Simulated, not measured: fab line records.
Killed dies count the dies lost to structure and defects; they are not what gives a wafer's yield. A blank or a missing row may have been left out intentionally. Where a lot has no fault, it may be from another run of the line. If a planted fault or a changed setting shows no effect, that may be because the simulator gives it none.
Matching of chambers | flow n5 finfet | rie diel-06 running N5_DUMMY_GATE_ETCH_36: 4 sister chambers
The step etches SiARC in CF4, target depth 13 nm. 20 wafers are shown with their chamber, then 10 later ones without.

== EACH WAFER AND ITS CHAMBER ==
wafer  | chamber | showerhead plenum p Torr (Torr) | drypump motor current A (A) | throttle valve pct (%)
L074.2 | 3       | 2.25                            | 5.7                         | 15.49
L074.3 | 2       | 2.10                            | 5.0                         | 15.49
L074.6 | 0       | 2.06                            | 6.3                         | 15.72
L075.1 | 2       | 2.10                            | 4.9                         | 15.52
L075.3 | 1       | 2.13                            | 5.1                         | 15.63
L075.5 | 0       | 2.06                            | 6.2                         | 15.72
L080.1 | 0       | 2.06                            | 6.2                         | 15.76
L080.4 | 3       | 2.25                            | 5.7                         | 15.52
L080.5 | 0       | 2.06                            | 6.2                         | 15.76
L081.3 | 1       | 2.13                            | 5.1                         | 15.65
L081.4 | 0       | 2.06                            | 6.2                         | 15.76
L081.6 | 2       | 2.10                            | 4.9                         | 15.03
L084.3 | 2       | 2.10                            | 5.0                         | 15.03
L084.4 | 0       | 2.06                            | 6.2                         | 15.76
L084.6 | 3       | 2.25                            | 5.7                         | 15.51
L086.1 | 3       | 2.25                            | 5.7                         | 15.51
L086.3 | 0       | 2.06                            | 6.2                         | 15.78
L086.4 | 0       | 2.06                            | 6.2                         | 15.77
L087.3 | 0       | 2.05                            | 6.2                         | 15.76
L087.4 | 1       | 2.13                            | 5.1                         | 15.65

SIGNATURES (means of the wafers above)
reading                  | chamber 0 | chamber 1 | chamber 2 | chamber 3 | scatter within a chamber
showerhead plenum p Torr | 2.0589    | 2.1300    | 2.1000    | 2.2500    | 0.00236
drypump motor current A  | 6.211     | 5.100     | 4.950     | 5.700     | 0.0344
throttle valve pct       | 15.7544   | 15.6433   | 15.2675   | 15.5075   | 0.12
Rule: for a wafer and a chamber, the distance is found by dividing, reading by reading, the gap between the wafer's reading and the chamber's mean by the reading's scatter, squaring, summing and taking the root. The wafer belongs to the nearest chamber; if the next one is less than 2 further off, it can't be placed. The scatter: the root of (the sum of the squares of (reading less its chamber's mean) over the shown wafers, divided by (wafers less chambers)).

== WAFERS WHOSE CHAMBER IS MISSING ==
wafer  | showerhead plenum p Torr (Torr) | drypump motor current A (A) | throttle valve pct (%)
L087.5 | 2.10                            | 4.9                         | 15.04
L089.2 | 2.05                            | 6.2                         | 15.77
L089.4 | 2.12                            | 5.0                         | 15.68
L089.5 | 2.13                            | 5.1                         | 15.69
L093.2 | 2.09                            | 5.0                         | 15.06
L093.4 | 2.12                            | 5.0                         | 15.68
L093.6 | 2.24                            | 5.7                         | 15.55
L097.1 | 2.24                            | 5.7                         | 15.56
L097.3 | 2.05                            | 6.2                         | 15.81
L097.6 | 2.24                            | 5.7                         | 15.57

== EACH ONE'S CHAMBER ==
wafer  | from the rows above | in truth
L087.5 | 2                   | 2
L089.2 | 0                   | 0
L089.4 | 1                   | 1
L089.5 | 1                   | 1
L093.2 | 2                   | 2
L093.4 | 1                   | 1
L093.6 | 3                   | 3
L097.1 | 3                   | 3
L097.3 | 0                   | 0
L097.6 | 3                   | 3
Placed correctly: 10 of 10. Number that these rows cannot place: 0. Wrongly placed: 0.
